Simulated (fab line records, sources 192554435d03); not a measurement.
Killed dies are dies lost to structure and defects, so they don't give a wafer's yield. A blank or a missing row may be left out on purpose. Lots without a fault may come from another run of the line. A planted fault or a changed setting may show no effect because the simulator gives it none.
Problem report in the 8D (eight disciplines) form, filled by code | flow n5_finfet | the parts of the form that need people (team, actions taken, sign-off) are left out

1. THE PROBLEM
killed_at_contacts at N5_PASSIVATION_PROBE_49 reads a mean of 74 on 2 wafers of 2 lots; wafers without a fault read 13 with a standard deviation of 5.6. That is +11 standard deviations from the usual mean.
First seen on wafer L537.3, day 16 07:25, on prober-01. The record holds 30 wafers of 10 lots with a number at this step. Rule for "out", or "out of limits": more than 4 standard deviations from the usual mean. The other wafers with a number count as sound.

2. WHAT IT IS AND WHAT IT IS NOT
question                    | is                 | is not
which readings at this step | killed_at_contacts | killed_at_M0_to_M3, killed_at_M4_up, killed_at_front_end, killed_at_other, killed_open, killed_short, sort_bin_6_memory, sort_bin_8_speed
which lots                  | L537, L539         | L520, L521, L525, L527, L528, L529, L540, L543
which wafers of those lots  | L537.3, L539.3     | L537.2, L537.5, L539.4, L539.5
read on which tools         | prober-01          | prober-02
when                        | from day 16 07:25  | up to then (19 sound wafers); but 9 sound wafers of L537, L539, L540, L543 came after

3. SUSPECTS, AND WHAT RULES EACH OUT
Counting: a tool at a process step up to the reading stays a suspect if it ran every lot that is out. Sound lots after the first of them don't rule it out here, since some wafers of a struck lot are sound.
- pvd_sputter-02 at N5_MOL_CONTACT_COAG_SPUTTER_143 (material Co, target thk 2.5 nm): kept. It ran every lot that is out, first L537 (day 9 03:56); its last sound lot up to then is L528 (day 6 19:14).
- prober-01 at N5_PASSIVATION_PROBE_49: kept. It ran every lot that is out, first L537 (day 16 07:22); its last sound lot up to then is L528 (day 14 09:54). Its own readings are out on those wafers: killed_at_contacts.
Left after counting: pvd_sputter-02 at N5_MOL_CONTACT_COAG_SPUTTER_143, prober-01 at N5_PASSIVATION_PROBE_49.

4. THE CAUSE (what the simulator had put in)
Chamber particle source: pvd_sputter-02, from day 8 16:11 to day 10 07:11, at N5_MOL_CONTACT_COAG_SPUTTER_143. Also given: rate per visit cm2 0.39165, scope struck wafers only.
Counting left 2 suspects, and this tool is among them.

5. THE CHAIN OF EFFECTS, in route order
Each row: a reading whose mean over the struck wafers that have a number lies more than 3 standard deviations from the usual. Only readings for which the record gives a usual standard deviation are gone through. hours: the time from each lot's start at the first step in this table that gives one to its start at this step, as a median over the lots. sigmas: the change in usual standard deviations.
hours | step                    | reading              | usual  | on struck wafers | change | sigmas
0     | N5_PASSIVATION_PROBE_49 | defect_limited_yield | 91.6 % | 87.0             | -4.6   | -3.8
0     | N5_PASSIVATION_PROBE_49 | killed_at_contacts   | 13     | 74               | +61    | +11
0     | N5_PASSIVATION_PROBE_49 | killed_dies          | 99     | 154              | +54    | +3.6
0     | N5_PASSIVATION_PROBE_49 | killed_on_rim        | 13     | 26               | +14    | +3.8
0     | N5_PASSIVATION_PROBE_49 | sort_bin_5_function  | 4.9 %  | 8.4              | +3.5   | +4.5
0     | N5_PASSIVATION_PROBE_49 | sort_n_pass          | 1081   | 1026             | -54    | -3.6
0     | N5_PASSIVATION_PROBE_49 | sort_yield_pct       | 91.6 % | 87.0             | -4.6   | -3.8
The process steps in it:
- N5_PASSIVATION_PROBE_49

6. WHAT WOULD HAVE CAUGHT IT SOONER
In this record the first reading out of limits was taken at day 16 07:25, 183 hours after the fault began at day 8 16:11.
Of the tool readings at N5_MOL_CONTACT_COAG_SPUTTER_143 for which the record gives a usual standard deviation, none was out on any struck wafer, so an alarm limit of 4 standard deviations on them would not have fired.
All the lots that are out (2) had begun N5_MOL_CONTACT_COAG_SPUTTER_143 on pvd_sputter-02 by day 16 07:25. A hold on the tool at that time would have spared none of them.
